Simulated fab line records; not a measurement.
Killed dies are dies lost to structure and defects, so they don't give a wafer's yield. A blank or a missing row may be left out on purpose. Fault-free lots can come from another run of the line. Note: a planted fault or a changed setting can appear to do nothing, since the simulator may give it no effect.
Which tool did it? / flow n5-finfet / 33 wafers from 11 lots sampled at 2 of the route's 1938 steps

== WHAT THE GAUGES READ, wafer by wafer ==
N5_PASSIVATION_OVL_MEAS_66.
lot=L775; measured=day 12 15:10; on=overlay-02; PASS_OPEN_OVL (nm)=-1 4 7
lot=L776; measured=day 12 16:40; on=overlay-01; PASS_OPEN_OVL (nm)=-5 9 -2
lot=L777; measured=day 12 10:08; on=overlay-02; PASS_OPEN_OVL (nm)=-5 4 0
lot=L778; measured=day 13 07:38; on=overlay-01; PASS_OPEN_OVL (nm)=-12 -4 2
lot=L779; measured=day 13 08:11; on=overlay-02; PASS_OPEN_OVL (nm)=-10 -7 -7
lot=L785; measured=day 14 23:52; on=overlay-02; PASS_OPEN_OVL (nm)=4 -6 -1
lot=L788; measured=day 16 00:20; on=overlay-01; PASS_OPEN_OVL (nm)=0 -4 5
lot=L791; measured=day 16 04:13; on=overlay-01; PASS_OPEN_OVL (nm)=12 -3 3
lot=L792; measured=day 15 23:30; on=overlay-01; PASS_OPEN_OVL (nm)=-2 -7 -1
lot=L797; measured=day 17 23:51; on=overlay-01; PASS_OPEN_OVL (nm)=-4 1 -5
lot=L798; measured=day 18 01:19; on=overlay-02; PASS_OPEN_OVL (nm)=3 -1 1

== WHICH TOOL RAN EACH LOT (tool, then ch and the chambers of the sampled wafers, then the start) ==
lot=L775; N5_HKMG_FIN_STRIP_90=rie-diel-03 ch 0,2,3, day 4 04:47
lot=L776; N5_HKMG_FIN_STRIP_90=rie-diel-06 ch 0,2,3, day 4 09:05
lot=L777; N5_HKMG_FIN_STRIP_90=rie-diel-06 ch 1,2,3, day 4 17:53
lot=L778; N5_HKMG_FIN_STRIP_90=rie-diel-06 ch 0,1,3, day 4 23:13
lot=L779; N5_HKMG_FIN_STRIP_90=rie-diel-06 ch 0,2,3, day 5 04:47
lot=L785; N5_HKMG_FIN_STRIP_90=rie-diel-06 ch 1,2, day 6 19:15
lot=L788; N5_HKMG_FIN_STRIP_90=rie-diel-02 ch 1,2, day 7 14:10
lot=L791; N5_HKMG_FIN_STRIP_90=rie-diel-02 ch 1,2,3, day 8 03:41
lot=L792; N5_HKMG_FIN_STRIP_90=rie-diel-03 ch 1,2, day 8 10:29
lot=L797; N5_HKMG_FIN_STRIP_90=rie-diel-03 ch 0,1,2, day 9 17:17
lot=L798; N5_HKMG_FIN_STRIP_90=rie-diel-03 ch 0,2,3, day 9 23:31
- N5_HKMG_FIN_STRIP_90: strips SOC in N2/H2, time 20 s.

== THE ANSWER, worked out from the rows above alone ==
Rule: what is usual is taken from the lots themselves. Put in order of their means at a reading, lots are off if they are a third of the lots or fewer, leave a main group of 4 or more, and stand apart from it by a gap of 3 or more times the standard deviation of the main group's means; of several such gaps the widest counts. A main group is skipped when, at the precision printed for the reading in the tables above, its means are all equal. Also off: a lot with no number at a reading for which 4 or more lots have one. The other lots that the step has rows for count as sound.
None of the lots is off at any reading shown; this tells nothing.

== WHAT HAD BEEN PUT IN BY THE SIMULATOR ==
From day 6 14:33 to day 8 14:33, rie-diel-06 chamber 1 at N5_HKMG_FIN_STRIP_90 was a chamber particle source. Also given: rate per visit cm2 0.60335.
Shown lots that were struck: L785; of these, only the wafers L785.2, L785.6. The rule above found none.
